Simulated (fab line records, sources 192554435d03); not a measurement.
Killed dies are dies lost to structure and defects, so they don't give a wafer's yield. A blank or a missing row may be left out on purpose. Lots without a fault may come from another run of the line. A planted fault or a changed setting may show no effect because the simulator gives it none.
fab line records | flow n5_finfet
record lots=15 wafers=45 last_day=18
route steps=1938 shown SDB@375 HKMG_FIN@396
lots that met no fault: from a run of the same line without faults
start_h: hours from the record's first day to the start of the lot's first wafer shown | wait_h: hours since the lot's step before | " the same as in the row above | L1.1+2: a row that stands for several wafers | - no value, or no start given | * or withheld: withheld | < > ~ a bound
route shown NAME@n: a module of which the file shows steps, and the number in the route of the first | usual: mean/standard deviation of fault-free wafers | same: alike in all rows | chamber/n: place in a boat | sites: the reading at each site | _std_site: their standard deviation | _edge_site: outer sites' mean less inner sites' | radius_mm: how far each site lies from the wafer's centre | mask NAME#n: copy n | behind: the tool/chamber that last shaped the wafer | hold: why the lot was held/for how many hours/how that ended | device: the transistor (n, p or np) that didn't switch | end of line: the same wafers' tests at the end of the route | a step without rows: its recipe alone | killed: dies lost to structure and defects at the first sort, not the wafer's yield | map: a wafer's dies, x killed, . not, _ none there
set.NAME: the setting as run; set.NAME@STEP: as run at that earlier step | model.NAME: the simulator's own value behind a step, which no gauge read
steps of the route over a sample of lots; a table a step, a row a wafer
services: from which hour (start_h, from the record's first day; less than 0 if before it) a tool's chamber was out of use, for how many hours, and why
## steps
# step N5_SDB_THK_MEAS_31
# recipe reads=a-Si_of_DUMMY_GATE_CVD_03
# usual SDB_THK=64.6/1.2
# columns lot.wafer tool chamber start_h wait_h SDB_THK[nm]
L299.2 film_metro-01 - 70.10 - 64.9
L299.3 " - " " 63.4
L299.4 " - " " 64.5
L300.2 film_metro-02 - 76.02 - 64.2
L300.4 " - " " 64.4
L300.5 " - " " 64.1
L302.1 film_metro-02 - 88.72 - 65.4
L302.4 " - " " 65.6
L302.6 " - " " 64.0
L303.1 film_metro-02 - 93.61 - 64.8
L303.3 " - " " 66.3
L303.6 " - " " 65.5
L304.1 film_metro-01 - 102.01 - 65.2
L304.3 " - " " 65.5
L304.5 " - " " 66.3
L305.1 film_metro-02 - 105.75 - 62.7
L305.2 " - " " 65.0
L305.4 " - " " 65.1
L307.1 film_metro-01 - 122.15 - 64.2
L307.2 " - " " 65.9
L307.6 " - " " 63.6
L315.1 film_metro-02 - 165.24 - 65.3
L315.3 " - " " 66.0
L315.5 " - " " 62.5
L316.2 film_metro-02 - 173.42 - 63.6
L316.3 " - " " 64.5
L316.4 " - " " 65.9
L317.1 film_metro-01 - 177.42 - 66.3
L317.2 " - " " 63.9
L317.5 " - " " 62.5
L318.2 film_metro-02 - 185.07 - 64.7
L318.4 " - " " 65.0
L318.6 " - " " 63.3
L319.2 film_metro-01 - 191.85 - 64.7
L319.5 " - " " 65.6
L319.6 " - " " 65.5
L320.1 film_metro-01 - 196.30 - 66.7
L320.3 " - " " 63.0
L320.4 " - " " 64.8
L321.1 film_metro-02 - 202.72 - 64.2
L321.2 " - " " 63.5
L321.3 " - " " 64.5
L322.1 film_metro-02 - 207.48 - 64.9
L322.4 " - " " 62.1
L322.5 " - " " 65.3
# step N5_HKMG_FIN_PEB_47
# recipe peb_temp_c=withheld peb_time_s=60 resist=CAR-ArF
# usual chill_plate_temp_C=22.99/0.11 exhaust_pa=44.9/0.83
# columns lot.wafer tool chamber start_h wait_h chill_plate_temp_C exhaust_pa
L299.2 litho_track-04 0 71.89 0.0 23.00 46.7
L299.3 " 0 " " 22.89 46.8
L299.4 " 0 " " 22.98 46.0
L300.2 litho_track-05 0 77.69 0.0 23.12 44.8
L300.4 " 0 " " 23.02 44.8
L300.5 " 0 " " 23.02 44.8
L302.1 litho_track-05 0 90.38 0.1 23.04 43.7
L302.4 " 0 " " 22.96 45.0
L302.6 " 0 " " 22.95 43.5
L303.1 litho_track-05 0 95.28 0.1 23.22 44.9
L303.3 " 0 " " 22.97 44.8
L303.6 " 0 " " 22.96 45.6
L304.1 litho_track-05 0 103.54 0.1 23.19 46.4
L304.3 " 0 " " 22.86 45.7
L304.5 " 0 " " 23.06 45.0
L305.1 litho_track-05 0 107.28 0.1 22.98 45.4
L305.2 " 0 " " 22.97 46.3
L305.4 " 0 " " 22.97 44.5
L307.1 litho_track-05 0 123.64 0.1 22.93 45.1
L307.2 " 0 " " 22.89 44.9
L307.6 " 0 " " 22.87 45.0
L315.1 litho_track-03 - 166.76 0.1 - -
L315.3 " - " " - -
L315.5 " - " " - -
L316.2 litho_track-05 - 174.82 0.0 - -
L316.3 " - " " - -
L316.4 " - " " - -
L317.1 litho_track-04 - 179.09 0.1 - -
L317.2 " - " " - -
L317.5 " - " " - -
L318.2 litho_track-05 0 186.91 0.0 22.91 43.9
L318.4 " 0 " " 22.87 45.0
L318.6 " 0 " " 22.84 44.0
L319.2 litho_track-04 0 193.63 0.0 23.21 44.5
L319.5 " 0 " " 23.01 44.6
L319.6 " 0 " " 23.15 44.4
L320.1 litho_track-04 0 198.27 0.1 22.99 45.5
L320.3 " 0 " " 23.07 45.5
L320.4 " 0 " " 23.01 45.6
L321.1 litho_track-04 0 204.48 0.1 22.75 45.1
L321.2 " 0 " " 22.99 45.2
L321.3 " 0 " " 22.82 44.6
L322.1 litho_track-05 0 209.34 0.1 23.04 44.5
L322.4 " 0 " " 23.00 45.6
L322.5 " 0 " " 23.06 45.5
# step N5_HKMG_FIN_ETCH_55
# recipe chemistry=N2/H2 target=SOC target_depth_a=2400 temp_c=40 time_s=300 ion_energy_ev=200 mask_material=SiARC pressure_mtorr=30 source_w=840 bias_w=150 n2_flow_sccm=200 h2_flow_sccm=200
# usual drypump_motor_current_A=5.6/0.45 oes_product_au=0.76/0.062 rf_fwd_power_W=837.8/2.4 rf_vpp_V=524.7/2.1 showerhead_plenum_p_Torr=2.57/0.068 throttle_valve_pct=17.74/0.19
# columns lot.wafer tool chamber start_h wait_h drypump_motor_current_A oes_product_au rf_fwd_power_W rf_hours_counter_h rf_vpp_V showerhead_plenum_p_Torr throttle_valve_pct
L299.2 rie_diel-04 1 72.57 0.0 6.0 0.93 838.7 7 525.1 2.61 17.84
L299.3 " 3 " " 6.0 0.75 832.7 170 524.9 2.63 17.72
L299.4 " 2 " " 6.1 0.72 839.0 201 524.0 2.52 17.60
L300.2 rie_diel-01 0 78.08 0.0 5.8 0.78 841.7 124 525.1 2.55 17.64
L300.4 " 2 " " 4.8 0.75 838.7 142 522.2 2.45 17.95
L300.5 " 2 " " 4.8 0.75 840.0 - 522.0 2.45 17.96
L302.1 rie_diel-01 2 90.63 0.0 4.8 0.75 833.8 147 520.1 2.45 17.98
L302.4 " 0 " " 5.8 0.77 839.7 129 522.9 2.54 17.65
L302.6 " 0 " " 5.8 0.77 835.9 - 525.2 2.54 17.65
L303.1 rie_diel-03 1 95.63 0.0 5.4 0.77 837.1 112 524.1 2.57 17.61
L303.3 " 2 " " 5.2 0.80 835.3 139 523.9 2.53 17.55
L303.6 " 1 " " 5.4 0.77 839.8 - 523.5 2.57 17.61
L304.1 rie_diel-01 1 103.78 0.0 5.1 0.72 838.2 208 526.6 2.64 17.85
L304.3 " 0 " " 5.9 0.76 841.4 134 524.8 2.54 17.67
L304.5 " 1 " " 5.0 0.73 837.9 - 524.2 2.64 17.85
L305.1 rie_diel-04 3 107.70 0.0 5.9 0.74 837.7 182 525.7 2.62 17.72
L305.2 " 1 " " 6.0 0.89 834.1 18 525.5 2.61 17.85
L305.4 " 0 " " 6.1 0.78 837.6 144 524.0 2.54 18.02
L307.1 rie_diel-01 1 123.88 0.0 5.1 0.72 836.0 216 526.3 2.63 17.86
L307.2 " 2 " " 4.8 0.74 836.3 159 519.8 2.44 17.98
L307.6 " 1 " " 5.1 0.72 839.0 - 527.3 2.63 17.86
L315.1 rie_diel-03 0 167.01 0.0 5.3 0.79 838.3 100 528.3 2.66 17.46
L315.3 " 3 " " 5.9 0.67 835.1 246 524.7 2.61 17.91
L315.5 " 1 " " 5.4 0.76 833.7 - 523.7 2.56 17.65
L316.2 rie_diel-04 2 175.07 0.0 6.1 0.70 838.6 239 522.9 2.50 17.64
L316.3 " 1 " " 6.0 0.86 839.5 40 524.9 2.60 17.89
L316.4 " 0 " " 6.0 0.74 837.3 170 523.5 2.53 18.04
L317.1 rie_diel-04 0 179.59 0.0 6.1 0.74 836.7 172 521.3 2.53 18.06
L317.2 " 2 " " 6.1 0.69 839.5 240 522.5 2.50 17.65
L317.5 " 3 " " 5.9 0.72 833.8 - 526.4 2.61 17.77
L318.2 rie_diel-03 1 187.15 0.0 5.4 0.76 839.0 143 523.3 2.56 17.66
L318.4 " 0 " " 5.3 0.80 840.3 - 526.6 2.66 17.47
L318.6 " 1 " " 5.4 0.76 839.3 - 524.4 2.56 17.68
L319.2 rie_diel-03 2 193.87 0.0 5.2 0.78 838.5 173 523.2 2.52 17.59
L319.5 " 2 " " 5.2 0.76 839.8 - 523.5 2.52 17.62
L319.6 " 1 " " 5.4 0.74 840.4 - 523.8 2.55 17.66
L320.1 rie_diel-04 2 198.52 0.0 6.1 0.70 841.7 246 520.8 2.50 17.68
L320.3 " 0 " " 6.1 0.74 840.5 177 523.3 2.53 18.10
L320.4 " 3 " " 5.9 0.72 834.6 213 526.5 2.61 17.79
L321.1 rie_diel-04 2 204.72 0.0 6.0 0.69 837.4 248 524.8 2.50 17.67
L321.2 " 0 " " 6.1 0.74 839.6 179 522.4 2.53 18.06
L321.3 " 3 " " 5.9 0.72 835.8 216 526.3 2.61 17.78
L322.1 rie_diel-04 3 209.59 0.0 6.0 0.71 839.0 218 525.5 2.61 17.78
L322.4 " 1 " " 6.0 0.85 836.4 50 524.5 2.59 17.90
L322.5 " 3 " " 6.0 0.71 836.6 - 524.5 2.61 17.79
# step N5_HKMG_FIN_ETCH_58
# recipe chemistry=N2/H2 target=SOC target_depth_a=2158 ion_energy_ev=50 bias_w=13 time_s=741 pressure_mtorr=30 source_w=875 n2_flow_sccm=200 h2_flow_sccm=200
# usual drypump_motor_current_A=5.6/0.45 oes_product_au=0.77/0.061 rf_fwd_power_W=873.9/2.6 rf_vpp_V=99.3/1 showerhead_plenum_p_Torr=2.57/0.068 throttle_valve_pct=17.70/0.18
# columns lot.wafer tool chamber start_h wait_h drypump_motor_current_A oes_product_au rf_fwd_power_W rf_hours_counter_h rf_vpp_V showerhead_plenum_p_Torr throttle_valve_pct
L299.2 rie_diel-04 1 72.78 0.0 6.0 0.93 874.4 7 99.8 2.61 17.80
L299.3 " 3 " " 5.9 0.75 872.1 170 98.7 2.63 17.65
L299.4 " 2 " " 6.1 0.73 872.0 201 99.5 2.52 17.54
L300.2 rie_diel-01 0 78.30 0.0 5.8 0.77 869.9 125 99.0 2.55 17.59
L300.4 " 2 " " 4.8 0.76 873.2 143 97.2 2.45 17.91
L300.5 " 2 " " 4.8 0.76 871.8 - 99.3 2.45 17.93
L302.1 rie_diel-01 2 90.84 0.0 4.8 0.74 874.4 147 98.6 2.45 17.92
L302.4 " 0 " " 5.8 0.77 870.7 129 98.1 2.54 17.59
L302.6 " 0 " " 5.9 0.77 877.9 - 98.3 2.54 17.59
L303.1 rie_diel-03 1 95.84 0.0 5.4 0.79 874.2 112 99.7 2.57 17.56
L303.3 " 2 " " 5.2 0.79 873.2 139 99.3 2.53 17.51
L303.6 " 1 " " 5.4 0.78 877.1 - 100.0 2.57 17.58
L304.1 rie_diel-01 1 103.99 0.0 5.0 0.74 871.1 208 99.8 2.64 17.80
L304.3 " 0 " " 5.8 0.77 876.8 134 100.3 2.54 17.62
L304.5 " 1 " " 5.0 0.73 874.7 - 100.9 2.64 17.81
L305.1 rie_diel-04 3 107.91 0.0 5.9 0.74 875.9 182 99.8 2.62 17.68
L305.2 " 1 " " 6.0 0.89 874.5 19 99.3 2.61 17.81
L305.4 " 0 " " 6.1 0.76 879.1 144 98.3 2.54 17.96
L307.1 rie_diel-01 1 124.09 0.0 5.1 0.72 877.3 216 98.6 2.63 17.83
L307.2 " 2 " " 4.8 0.74 874.4 159 99.3 2.44 17.93
L307.6 " 1 " " 5.1 0.73 872.5 - 100.1 2.63 17.80
L315.1 rie_diel-03 0 167.22 0.0 5.3 0.81 870.2 100 100.6 2.66 17.41
L315.3 " 3 " " 5.9 0.68 872.0 246 98.3 2.61 17.86
L315.5 " 1 " " 5.4 0.76 876.0 - 100.2 2.56 17.61
L316.2 rie_diel-04 2 175.28 0.0 6.1 0.70 873.2 239 99.4 2.50 17.59
L316.3 " 1 " " 6.0 0.86 875.8 41 98.1 2.60 17.86
L316.4 " 0 " " 6.0 0.74 869.9 170 99.9 2.53 18.02
L317.1 rie_diel-04 0 179.80 0.0 6.1 0.74 870.8 172 99.5 2.53 18.02
L317.2 " 2 " " 6.1 0.70 871.9 240 97.7 2.50 17.62
L317.5 " 3 " " 5.9 0.72 875.8 - 98.3 2.61 17.72
L318.2 rie_diel-03 1 187.37 0.0 5.4 0.76 878.2 143 99.5 2.56 17.61
L318.4 " 0 " " 5.3 0.81 871.7 - 99.5 2.66 17.44
L318.6 " 1 " " 5.4 0.76 876.5 - 100.0 2.56 17.62
L319.2 rie_diel-03 2 194.09 0.0 5.2 0.77 877.0 173 99.0 2.52 17.57
L319.5 " 2 " " 5.2 0.77 876.4 - 99.6 2.52 17.56
L319.6 " 1 " " 5.4 0.75 875.5 - 98.2 2.55 17.64
L320.1 rie_diel-04 2 198.73 0.0 6.1 0.69 872.8 246 99.5 2.50 17.63
L320.3 " 0 " " 6.1 0.74 872.9 177 99.1 2.53 18.04
L320.4 " 3 " " 5.9 0.72 873.5 214 100.0 2.61 17.73
L321.1 rie_diel-04 2 204.93 0.0 6.1 0.69 873.1 248 96.9 2.50 17.63
L321.2 " 0 " " 6.1 0.74 875.8 179 98.5 2.53 18.03
L321.3 " 3 " " 5.9 0.71 874.1 216 97.4 2.61 17.72
L322.1 rie_diel-04 3 209.80 0.0 5.9 0.71 871.0 218 100.4 2.61 17.73
L322.4 " 1 " " 6.0 0.83 874.5 50 98.3 2.59 17.86
L322.5 " 3 " " 5.9 0.72 870.2 - 100.5 2.61 17.74
## services
# columns tool chamber start_h hours kind
rie_diel-01 0 51.63 3.6 repair
rie_diel-01 0 112.49 8.4 repair
litho_track-05 - 133.47 - consumable_replace:filter
litho_track-04 - 139.11 - consumable_replace:filter
litho_track-03 - 147.44 - consumable_replace:filter
rie_diel-03 - 150.21 4.3 pm
rie_diel-04 1 161.52 5.3 repair
litho_track-04 - 168.14 - consumable_replace:filter
rie_diel-03 3 180.27 - clean
rie_diel-03 3 180.27 - consumable_replace:focus_ring
rie_diel-03 3 180.27 28.1 scheduled_down
rie_diel-03 3 180.27 28.1 vent_cycle
rie_diel-01 3 191.98 14.3 repair
## key
first_sign step=N5_HKMG_FIN_PEB_47 reading=tool_record direction=missing
effect none on later readings
met_at N5_HKMG_FIN_PEB_47
struck_lots L315,L316,L317
later_rows_left_out L315.1,L315.3,L315.5,L316.2,L316.3,L316.4,L317.1,L317.2,L317.5
sort_left_out L315.1,L315.3,L315.5,L316.2,L316.3,L316.4,L317.1,L317.2,L317.5
not_acting_at N5_SDB_THK_MEAS_31,N5_HKMG_FIN_ETCH_55,N5_HKMG_FIN_ETCH_58
onset_between 123.64 166.76
fault kind=skipped_step_whole tool=litho_track-03,litho_track-04,litho_track-05 chamber=- onset_h=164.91 steps=N5_HKMG_FIN_PEB_47 scope=struck_lots_only
# sort_left_out: the simulated sort isn't trusted on such a fault, so these wafers' sort isn't shown, and their yield isn't known
# later_rows_left_out: the simulator's readings of these wafers behind a module that went badly wrong aren't trusted and aren't shown, but for the sort
